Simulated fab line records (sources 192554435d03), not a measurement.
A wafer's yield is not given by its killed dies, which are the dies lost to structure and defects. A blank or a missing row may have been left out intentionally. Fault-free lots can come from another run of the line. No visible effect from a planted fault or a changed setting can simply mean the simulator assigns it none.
Chamber matching    flow n5-finfet    rie-diel-02 running N5_BEOL_M4_STRIP_66: 4 sister chambers
The step strips in CF4. 16 wafers are shown with their chamber, then 8 later ones without.

== WAFERS, EACH WITH ITS CHAMBER ==
wafer   chamber  drypump-motor-current-A (A)  showerhead-plenum-p-Torr (Torr)  oes-product-au (a.u.)
L076.1  2        6.6                          1.73                             0.76
L076.2  0        5.4                          1.82                             0.79
L076.4  2        6.6                          1.72                             0.75
L075.3  2        6.6                          1.72                             0.75
L075.4  1        5.3                          1.84                             0.94
L075.5  3        5.5                          1.77                             0.88
L078.3  2        6.6                          1.72                             0.75
L078.5  0        5.4                          1.81                             0.78
L078.6  3        5.5                          1.77                             0.88
L081.2  0        5.4                          1.81                             0.78
L081.4  2        6.6                          1.72                             0.74
L081.5  0        5.4                          1.81                             0.78
L086.1  0        5.4                          1.81                             0.76
L086.2  1        5.4                          1.83                             0.86
L086.3  3        5.5                          1.76                             0.85
L090.3  0        5.4                          1.81                             0.76

SIGNATURES, as means of the wafers listed above
reading                   chamber 0  chamber 1  chamber 2  chamber 3  scatter within a chamber
drypump-motor-current-A   5.400      5.350      6.600      5.500      0.0204
showerhead-plenum-p-Torr  1.8117     1.8350     1.7220     1.7667     0.00483
oes-product-au            0.7750     0.9000     0.7500     0.8700     0.0199
Rule: a wafer lies at a distance from a chamber equal to the root of the sum of squares, over the readings, of (its reading less the chamber's mean, divided by the reading's scatter). If the next closest chamber is less than 2 further off than the closest, the wafer can't be placed; otherwise it belongs to the closest. The scatter: take each reading less its chamber's mean, square it, sum over the shown wafers, divide by the number of wafers less the number of chambers, and take the root.

== WAFERS WITH NO CHAMBER GIVEN ==
wafer   drypump-motor-current-A (A)  showerhead-plenum-p-Torr (Torr)  oes-product-au (a.u.)
L090.4  5.5                          1.76                             0.84
L090.6  5.4                          1.83                             0.86
L092.2  5.4                          1.81                             0.76
L092.3  5.5                          1.76                             0.83
L092.4  6.6                          1.71                             0.72
L095.2  5.4                          1.83                             0.84
L095.3  6.6                          1.71                             0.73
L095.4  5.4                          1.80                             0.75

== WHICH CHAMBER EACH ONE RAN IN ==
wafer   from the rows above      in truth
L090.4  3                        3
L090.6  1                        1
L092.2  0                        0
L092.3  3                        3
L092.4  2                        2
L095.2  can't be placed: 1 or 0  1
L095.3  2                        2
L095.4  0                        0
7 of 8 placed correctly. These rows do not allow placing 1 (true chamber among the candidates in 1). Number placed wrongly: 0.
